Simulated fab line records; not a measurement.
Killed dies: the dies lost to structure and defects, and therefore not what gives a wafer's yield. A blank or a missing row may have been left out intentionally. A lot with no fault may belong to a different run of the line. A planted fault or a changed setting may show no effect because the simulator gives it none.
fab line records + flow n5_finfet
record
- lots=7
- wafers=21
route steps=1938 shown BEOL_M2@847 BEOL_M3@980 BEOL_M4@1070 BEOL_M5@1117
start_h: the number of hours between the record's first day and the start of the first shown wafer of the lot + wait_h: how many hours have passed since the lot's step before this one + " the same as in the row above + L1.1+2: a row that stands for several wafers + - no value, or no start given + * or withheld: withheld + < > ~ a bound
route shown NAME@n: NAME is a module with steps in the file, n the number in the route of the first one + usual: mean/standard deviation of fault-free wafers + same: alike in all rows + chamber/n: place in a boat + sites: per-site readings + _std_site: how widely they spread, as a standard deviation + _edge_site: the outer-site mean with the inner-site mean subtracted + radius_mm: for every site, how far away it sits from the centre of the wafer + mask NAME#n: copy n + behind: the most recent tool/chamber to have shaped the wafer + hold: what put the lot on hold/how long, in hours/how the hold closed + device: the n, p or np transistor that did not switch + end of line: tests of these same wafers at the route's end + a step without rows: its recipe alone + killed: dies lost to structure and defects at the first sort, not the wafer's yield + map: shows each die of a wafer: x if killed, . if not, _ if none is there
set.NAME: the setting as run; set.NAME@STEP: as run at that earlier step + model.NAME: the simulator's own value behind a step, which no gauge read
lots where settings were altered on purpose, with a table for each step and a row for each wafer
## steps
# step N5_BEOL_M2_COAT_73
# recipe
- resist=underlayer
- temp_c=205
- time_s=60
- spin_rpm=1500
- resist_thk_nm=5
| lot.wafer  | tool           | chamber | start_h | wait_h | set.temp_c |
|------------|----------------|---------|---------|--------|------------|
| L075.2+5+6 | litho_track-04 | 0       | -       | -      | 205        |
| L081.1+2   | litho_track-02 | 0       | -       | -      | 205        |
| L081.5     | "              | 0       | "       | "      | 209.1      |
| L084.2+3+6 | litho_track-02 | 0       | -       | -      | 205        |
| L086.2+3+6 | litho_track-04 | 0       | -       | -      | 205        |
| L090.2+5   | litho_track-04 | 0       | -       | -      | 211        |
| L090.6     | "              | 0       | "       | "      | 205        |
| L091.2     | litho_track-05 | 0       | -       | -      | 200.5      |
| L091.3+5   | "              | 0       | "       | "      | 205        |
| L097.1+4   | litho_track-02 | 0       | -       | -      | 205        |
| L097.2     | "              | 0       | "       | "      | 207.8      |
# step N5_BEOL_M2_COAT_05
# recipe
- resist=CAR-EUV
- spin_rpm=1500
- resist_thk_nm=30
# step N5_BEOL_M2_EBR_07
# recipe
- solvent=PGMEA
- ebr_width_mm=1.5
# step N5_BEOL_M2_STRIP_97
# recipe
- chemistry=N2/H2
- time_s=10
- power_w=450
- temp_c=40
- pressure_mtorr=20
- rf_frequency_hz=6e+07
- bias_power_w=7
- n2_flow_sccm=200
- h2_flow_sccm=200
# step N5_BEOL_M2_HM_STRIP_39
# recipe
- chemistry=peroxide_tin_strip
- material=TiN
- target_depth_a=250
- temp_c=50
- time_s=158
| lot.wafer | tool         | chamber | start_h | wait_h | set.temp_c@BEOL_M2_PECVD_72 | model.SiO2_of_BEOL_M2_PECVD_72.thk_nm |
|-----------|--------------|---------|---------|--------|-----------------------------|---------------------------------------|
| L075.2    | wet_bench-01 | 5       | 175.01  | 0.1    | 385.7                       | 16.8                                  |
| L075.5    | "            | 6       | "       | "      | 385.7                       | 17.2                                  |
| L075.6    | "            | 3       | "       | "      | 400                         | 15.8                                  |
| L081.1    | wet_bench-05 | 3       | 192.54  | 0.0    | 400                         | 15.4                                  |
| L081.2    | "            | 7       | "       | "      | 390.3                       | 16.4                                  |
| L081.5    | "            | 5       | "       | "      | 400                         | 15.6                                  |
| L086.2    | wet_bench-01 | 2       | 236.46  | 0.0    | 400                         | 15.8                                  |
| L086.3+6  | "            | 5,0     | "       | "      | 400                         | 16                                    |
| L084.2    | wet_bench-05 | 5       | 245.22  | 0.0    | 400                         | 16.2                                  |
| L084.3    | "            | 7       | "       | "      | 400                         | 16.4                                  |
| L084.6    | "            | 1       | "       | "      | 400                         | 15.8                                  |
| L090.2    | wet_bench-01 | 4       | 258.48  | 0.0    | 413.3                       | 14.2                                  |
| L090.5    | "            | 0       | "       | "      | 400                         | 15.6                                  |
| L090.6    | "            | 3       | "       | "      | 400                         | 16                                    |
| L091.2    | wet_bench-04 | 6       | 263.54  | 0.0    | 400                         | 15.4                                  |
| L091.3    | "            | 1       | "       | "      | 392.5                       | 16.6                                  |
| L091.5    | "            | 5       | "       | "      | 400                         | 16                                    |
| L097.1    | wet_bench-05 | 0       | 300.04  | 0.0    | 400                         | 15.8                                  |
| L097.2    | "            | 1       | "       | "      | 390.5                       | 17                                    |
| L097.4    | "            | 6       | "       | "      | 390.5                       | 17.2                                  |
# step N5_BEOL_M3_TRENCH_ETCH_37
# recipe
- chemistry=C4F6/O2
- target_depth_a=555.55
- target=SiOC
- time_s=29.2
- ion_energy_ev=250
- pressure_mtorr=30
- source_w=355
- bias_w=185
- Ar_flow_sccm=300
- C4F6_flow_sccm=10
- O2_flow_sccm=10
| lot.wafer | tool        | chamber | start_h | wait_h | set.time_s | model.etch.depth_nm | model.BEOL_M3.feature_depth_nm |
|-----------|-------------|---------|---------|--------|------------|---------------------|--------------------------------|
| L075.2    | rie_diel-01 | 1       | -       | -      | 35.19      | 68.45               | 68.4                           |
| L075.5    | "           | 1       | "       | "      | 29.2       | 56.75               | 56.8                           |
| L075.6    | "           | 2       | "       | "      | 29.2       | 56.27               | 56.2                           |
| L081.1    | rie_diel-01 | 3       | -       | -      | 29.2       | 55.43               | 55.4                           |
| L081.2    | "           | 1       | "       | "      | 32.3       | 63.32               | 63.4                           |
| L081.5    | "           | 2       | "       | "      | 32.3       | 62.47               | 62.4                           |
| L086.2    | rie_diel-04 | 2       | -       | -      | 29.2       | 54.99               | 55                             |
| L086.3    | "           | 0       | "       | "      | 29.2       | 55.27               | 55.2                           |
| L086.6    | "           | 2       | "       | "      | 29.2       | 54.65               | 54.6                           |
| L084.2    | rie_diel-01 | 1       | -       | -      | 29.2       | 57.58               | 57.6                           |
| L084.3    | "           | 3       | "       | "      | 23.87      | 44.87               | 44.8                           |
| L084.6    | "           | 1       | "       | "      | 23.87      | 46.53               | 46.6                           |
| L091.2    | rie_diel-04 | 1       | -       | -      | 23.64      | 44.91               | 45                             |
| L091.3    | "           | 2       | "       | "      | 29.2       | 55.18               | 55.2                           |
| L091.5    | "           | 2       | "       | "      | 29.2       | 55.17               | 55.2                           |
| L090.2    | rie_diel-04 | 2       | -       | -      | 25.4       | 47.4                | 47.4                           |
| L090.5    | "           | 2       | "       | "      | 25.4       | 47.37               | 47.4                           |
| L090.6    | "           | 1       | "       | "      | 25.4       | 47.61               | 47.6                           |
| L097.1    | rie_diel-05 | 0       | -       | -      | 29.2       | 54.67               | 54.6                           |
| L097.2    | "           | 3       | "       | "      | 27.03      | 51.32               | 51.4                           |
| L097.4    | "           | 1       | "       | "      | 29.2       | 56.31               | 56.4                           |
# step N5_BEOL_M3_ETCH_41
# recipe
- chemistry=CH3F/O2
- target=SiCN
- target_depth_a=299
- taper_deg=2
- time_s=52.5
- ion_energy_ev=120
- mask_material=TiN
- pressure_mtorr=30
- source_w=395
- bias_w=75
- Ar_flow_sccm=150
- CH3F_flow_sccm=30
- O2_flow_sccm=20
# step N5_BEOL_M3_STRIP_97
# recipe
- chemistry=N2/H2
- time_s=10
- power_w=450
- temp_c=40
- pressure_mtorr=20
- rf_frequency_hz=6e+07
- bias_power_w=7
- n2_flow_sccm=200
- h2_flow_sccm=200
# step N5_BEOL_M3_OCD_MEAS_38
# usual
- trench_depth_nm=55.9/1
| lot.wafer | tool   | chamber | start_h | wait_h | set.time_s@BEOL_M3_TRENCH_ETCH_37 | trench_depth_nm |
|-----------|--------|---------|---------|--------|-----------------------------------|-----------------|
| L075.2    | ocd-02 | -       | 202.18  | -      | 35.19                             | 68.4            |
| L075.5    | "      | -       | "       | "      | 29.2                              | 56.3            |
| L075.6    | "      | -       | "       | "      | 29.2                              | 56.5            |
| L081.1    | ocd-02 | -       | 215.67  | -      | 29.2                              | 55.8            |
| L081.2    | "      | -       | "       | "      | 32.3                              | 63.2            |
| L081.5    | "      | -       | "       | "      | 32.3                              | 62.6            |
| L086.2    | ocd-01 | -       | 255.95  | -      | 29.2                              | 55.2            |
| L086.3    | "      | -       | "       | "      | 29.2                              | 55.5            |
| L086.6    | "      | -       | "       | "      | 29.2                              | 54.7            |
| L084.2    | ocd-01 | -       | 266.67  | -      | 29.2                              | 57.8            |
| L084.3    | "      | -       | "       | "      | 23.87                             | 44.8            |
| L084.6    | "      | -       | "       | "      | 23.87                             | 46.3            |
| L091.2    | ocd-01 | -       | 278.38  | -      | 23.64                             | 44.6            |
| L091.3    | "      | -       | "       | "      | 29.2                              | 55.2            |
| L091.5    | "      | -       | "       | "      | 29.2                              | 55.1            |
| L090.2    | ocd-01 | -       | 283.62  | -      | 25.4                              | 47.6            |
| L090.5    | "      | -       | "       | "      | 25.4                              | 47.7            |
| L090.6    | "      | -       | "       | "      | 25.4                              | 47.7            |
| L097.1    | ocd-01 | -       | 339.68  | -      | 29.2                              | 54.5            |
| L097.2    | "      | -       | "       | "      | 27.03                             | 51.2            |
| L097.4    | "      | -       | "       | "      | 29.2                              | 56.5            |
# step N5_BEOL_M4_TRENCH_ETCH_37
# recipe
- chemistry=C4F6/O2
- target_depth_a=555.55
- target=SiOC
- time_s=29.2
- ion_energy_ev=250
- pressure_mtorr=30
- source_w=355
- bias_w=185
- Ar_flow_sccm=300
- C4F6_flow_sccm=10
- O2_flow_sccm=10
# usual
- rf_vpp_V=662/12
| lot.wafer | tool        | chamber | start_h | wait_h | set.bias_w | rf_vpp_V |
|-----------|-------------|---------|---------|--------|------------|----------|
| L075.2    | rie_diel-03 | 3       | -       | -      | 215.1      | 751      |
| L075.5    | "           | 1       | "       | "      | 215.1      | 749      |
| L075.6    | "           | 2       | "       | "      | 185        | 643      |
| L081.1    | rie_diel-02 | 0       | -       | -      | 185        | 674      |
| L081.2    | "           | 1       | "       | "      | 167.5      | 608      |
| L081.5    | "           | 1       | "       | "      | 185        | 659      |
| L086.2    | rie_diel-03 | 3       | -       | -      | 185        | 678      |
| L086.3    | "           | 1       | "       | "      | 185        | 664      |
| L086.6    | "           | 3       | "       | "      | 185        | 679      |
| L084.2    | rie_diel-02 | 3       | -       | -      | 201.2      | 699      |
| L084.3    | "           | 2       | "       | "      | 185        | 661      |
| L084.6    | "           | 2       | "       | "      | 185        | 662      |
| L091.2    | rie_diel-06 | 3       | -       | -      | 185        | 671      |
| L091.3    | "           | 0       | "       | "      | 185        | 689      |
| L091.5    | "           | 1       | "       | "      | 185        | 652      |
| L090.2    | rie_diel-03 | 3       | -       | -      | 185        | 678      |
| L090.5    | "           | 3       | "       | "      | 185        | 678      |
| L090.6    | "           | 0       | "       | "      | 215.7      | 745      |
| L097.1    | rie_diel-03 | 0       | -       | -      | 211.4      | 731      |
| L097.2    | "           | 2       | "       | "      | 211.4      | 715      |
| L097.4    | "           | 1       | "       | "      | 185        | 663      |
# step N5_BEOL_M5_COAT_59
# recipe
- resist=SOC
- temp_c=250
- time_s=60
- spin_rpm=1500
- resist_thk_nm=60
| lot.wafer | tool           | chamber | start_h | wait_h | set.spin_rpm | model.SOC_of_BEOL_M5_COAT_59.thk_nm |
|-----------|----------------|---------|---------|--------|--------------|-------------------------------------|
| L075.2    | litho_track-02 | 0       | 231.40  | 0.1    | 1500         | 59.8                                |
| L075.5    | "              | 0       | "       | "      | 1500         | 60                                  |
| L075.6    | "              | 0       | "       | "      | 1500         | 60.2                                |
| L081.1+5  | litho_track-02 | 0       | 255.28  | 0.1    | 1500         | 59.8                                |
| L081.2    | "              | 0       | "       | "      | 1500         | 59.6                                |
| L086.2    | litho_track-04 | 0       | 282.29  | 0.1    | 1500         | 59.4                                |
| L086.3    | "              | 0       | "       | "      | 1500         | 60                                  |
| L086.6    | "              | 0       | "       | "      | 1500         | 59.8                                |
| L084.2    | litho_track-04 | 0       | 286.75  | 0.1    | 1500         | 60                                  |
| L084.3    | "              | 0       | "       | "      | 1375         | 62.8                                |
| L084.6    | "              | 0       | "       | "      | 1500         | 59.8                                |
| L091.2    | litho_track-02 | 0       | 311.91  | 0.1    | 1500         | 60.2                                |
| L091.3    | "              | 0       | "       | "      | 1565         | 58.8                                |
| L091.5    | "              | 0       | "       | "      | 1500         | 60                                  |
| L090.2    | litho_track-02 | 0       | 312.27  | 0.1    | 1345         | 63                                  |
| L090.5    | "              | 0       | "       | "      | 1500         | 59.8                                |
| L090.6    | "              | 0       | "       | "      | 1345         | 63.2                                |
| L097.1    | litho_track-04 | 0       | 383.75  | 0.1    | 1500         | 60.2                                |
| L097.2+4  | "              | 0       | "       | "      | 1610         | 58.2                                |
## key
split
- step=N5_BEOL_M2_COAT_73
- setting=temp_c
- stated=205
- by=wafer
response none clear
split
- step=N5_BEOL_M3_TRENCH_ETCH_37
- setting=time_s
- stated=29.2
- by=wafer
response
- step=N5_BEOL_M3_TRENCH_ETCH_37
- reading=model.etch.depth_nm
- change=+0.597
- per=1%
- r=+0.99
response
- step=N5_BEOL_M3_TRENCH_ETCH_37
- reading=model.BEOL_M3.feature_depth_nm
- change=+0.596
- per=1%
- r=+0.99
response
- step=N5_BEOL_M3_OCD_MEAS_38
- reading=trench_depth_nm
- change=+0.606
- per=1%
- r=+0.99
split
- step=N5_BEOL_M4_TRENCH_ETCH_37
- setting=bias_w
- stated=185
- by=wafer
response
- step=N5_BEOL_M4_TRENCH_ETCH_37
- reading=rf_vpp_V
- change=+5.03
- per=1%
- r=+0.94
split
- step=N5_BEOL_M5_COAT_59
- setting=spin_rpm
- stated=1500
- by=wafer
response
- step=N5_BEOL_M5_COAT_59
- reading=model.SOC_of_BEOL_M5_COAT_59.thk_nm
- change=-0.316
- per=1%
- r=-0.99
split outside_this_file step=N5_BEOL_M2_PECVD_72 setting=temp_c
# split outside_this_file: this setting was split too, and the file shows its column; the key of that split is in another file
